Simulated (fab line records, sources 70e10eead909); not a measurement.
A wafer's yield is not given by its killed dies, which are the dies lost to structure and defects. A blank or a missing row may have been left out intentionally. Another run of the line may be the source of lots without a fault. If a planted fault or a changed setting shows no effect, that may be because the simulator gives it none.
Problem report in the 8D (eight disciplines) form, filled by code    flow nandHarc    the parts of the form that need people (team, actions taken, sign-off) are left out

## 1. WHAT IS WRONG
Wafers with no fault read 55 with a standard deviation of 29, whereas rawDefectCount at NHARC_A_SLIT_INSPECT_11 reads a mean of 334 on 1 wafer of 1 lot. That puts it +9.6 standard deviations away from the usual mean.
The first sign was on wafer L490.5 at day 24 07:16, on defectInspect-01. The record has a number at this step for 31 wafers belonging to 11 lots. Rule for "out" (also "out of limits"): further than 4 standard deviations from the usual mean. The other wafers with a number count as sound.

## 2. WHAT IT IS; WHAT IT IS NOT
question                     is                      is not
which readings at this step  rawDefectCount          -
which lots                   L490                    L481, L484, L486, L492, L497, L499, L500, L501, L502, L503
which wafers of those lots   all that have a number  -
read on which gauges         defectInspect-01        defectInspect-02
when                         from day 24 07:16       up to then (9 sound wafers); but 21 sound wafers of L492, L497, L499, L500, L501, L502, L503 came after

## 3. WHAT RULES OUT EACH SUSPECT
Counting: a tool at a process step up to the reading stays a suspect if it ran every lot that is out and no sound lot after the first of them.
- the gauge at NHARC_A_SLIT_INSPECT_11: kept. All the wafers that are out were read on defectInspect-01, and no step on other tools shows them out.
- rieDiel-10 at NHARC_A_SGD_CUT_ETCH_15 (etches the open film in CH3F/O2, target depth 75 nm, time 64.3 s): ruled out as a lasting fault. Following L490 (day 24 02:31), the first lot on it that is out, the sound lots L492, L500, L501, L502, L503 were run on it. NHARC_A_SGD_CUT_ETCH_15: start missing for some lots; hours and lot order therefore follow NHARC_A_SLIT_DEP_25.
- pecvd-02 at NHARC_A_SLIT_DEP_25 (deposits SiO2, target thk 200 nm): ruled out as a lasting fault. Following L490 (day 24 02:31), the first lot on it that is out, the sound lots L502 were run on it.
- pecvd-02 at NHARC_A_SLIT_DEP_23 (deposits SiON, target thk 100 nm): ruled out as a lasting fault. Following L490 (day 24 06:36), the first lot on it that is out, the sound lots L501, L503 were run on it.
Remaining after the count: defectInspect-01 at NHARC_A_SLIT_INSPECT_11.

## 4. THE CAUSE (what the simulator had put in)
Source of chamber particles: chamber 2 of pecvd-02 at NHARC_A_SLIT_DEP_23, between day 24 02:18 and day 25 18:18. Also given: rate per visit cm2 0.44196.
It was ruled out by counting, in error; the rule expects a fault to strike all lots run on its tool from its start on, and this fault did not.

## 5. THE CHAIN OF EFFECTS, in route order
One row per reading whose mean, taken over the struck wafers that have a number, lies over 3 standard deviations from the usual. Readings are gone through only where the record gives a usual standard deviation; hours: the median, over the lots, of the time from a lot's start at the first step in this table giving one to that lot's start at this step; sigmas: the change measured in usual standard deviations.
hours  step                     reading         usual  on struck wafers  change  sigmas
0      NHARC_A_SLIT_INSPECT_11  rawDefectCount  55     334               +279    +9.6
148    NHARC_END_SORT_01        killedAtArray   57     134               +77     +3.7
148    NHARC_END_SORT_01        killedDies      62     134               +72     +3.4

## 6. WHAT WOULD HAVE CAUGHT IT SOONER
In this record the first reading out of limits at a measuring or inspecting step was taken at day 24 07:16, 5 hours after the fault began at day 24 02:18.
No tool reading at NHARC_A_SLIT_DEP_23 that has a usual standard deviation in the record was out on any struck wafer, so an alarm limit of 4 standard deviations on those readings would not have fired.
